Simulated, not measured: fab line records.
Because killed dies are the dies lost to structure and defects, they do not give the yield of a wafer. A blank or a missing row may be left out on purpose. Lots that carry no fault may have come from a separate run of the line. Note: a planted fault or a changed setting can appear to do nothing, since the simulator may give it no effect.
Matching of chambers    flow n5_finfet    rie_diel-01 running N5_BEOL_M4_STRIP_36: 4 sister chambers
The step strips in N2/H2. 22 wafers are shown with their chamber, then 11 later ones without.

== WAFERS WITH THEIR CHAMBER ==
wafer   chamber  showerhead_plenum_p_Torr (Torr)  drypump_motor_current_A (A)  throttle_valve_pct (%)
L074.2  3        2.62                             5.3                          23.51
L074.5  0        2.40                             5.8                          23.23
L074.6  3        2.62                             5.3                          23.48
L075.2  3        2.62                             5.3                          23.47
L075.5  3        2.62                             5.3                          23.48
L075.6  0        2.40                             5.8                          23.29
L077.1  1        2.57                             5.7                          23.00
L077.4  0        2.40                             5.8                          23.29
L077.5  2        2.50                             5.9                          23.41
L082.1  3        2.61                             5.3                          23.48
L082.4  2        2.50                             5.9                          23.43
L082.5  2        2.50                             5.9                          23.41
L083.1  1        2.56                             5.8                          23.00
L083.4  0        2.40                             5.8                          23.29
L083.5  1        2.56                             5.7                          23.06
L084.1  1        2.56                             5.8                          23.03
L084.2  3        2.61                             5.3                          23.54
L084.5  3        2.61                             5.3                          23.51
L090.2  2        2.49                             5.9                          23.46
L090.3  3        2.61                             5.3                          23.54
L090.6  2        2.49                             5.9                          23.45
L092.2  1        2.56                             5.8                          23.05

SIGNATURES (means of the wafers above)
reading                   chamber 0  chamber 1  chamber 2  chamber 3  scatter within a chamber
showerhead_plenum_p_Torr  2.4000     2.5620     2.4960     2.6150     0.00471
drypump_motor_current_A   5.800      5.760      5.900      5.300      0.0258
throttle_valve_pct        23.2750    23.0280    23.4320    23.5012    0.0272
Rule: for a wafer and a chamber, the distance is found by dividing, reading by reading, the gap between the wafer's reading and the chamber's mean by the reading's scatter, squaring, summing and taking the root. The wafer belongs to the nearest chamber; if the next one is less than 2 further off, it can't be placed. The scatter: the root of (the sum of the squares of (reading less its chamber's mean) over the shown wafers, divided by (wafers less chambers)).

== WAFERS WHOSE CHAMBER IS MISSING ==
wafer   showerhead_plenum_p_Torr (Torr)  drypump_motor_current_A (A)  throttle_valve_pct (%)
L092.4  2.49                             5.9                          23.44
L092.5  2.56                             5.7                          23.02
L093.2  2.39                             5.7                          23.30
L093.3  2.49                             5.9                          23.48
L093.5  2.55                             5.8                          23.05
L095.1  2.39                             5.8                          23.31
L095.3  2.55                             5.7                          23.04
L095.6  2.60                             5.3                          23.53
L096.2  2.49                             5.9                          23.49
L096.3  2.55                             5.7                          23.08
L096.5  2.60                             5.3                          23.56

== WHICH CHAMBER EACH ONE RAN IN ==
wafer   from the rows above  in truth
L092.4  2                    2
L092.5  1                    1
L093.2  0                    0
L093.3  2                    2
L093.5  1                    1
L095.1  0                    0
L095.3  1                    1
L095.6  3                    3
L096.2  2                    2
L096.3  1                    1
L096.5  3                    3
11 of 11 placed correctly. From these rows, 0 cannot be placed. Wrongly placed: 0.
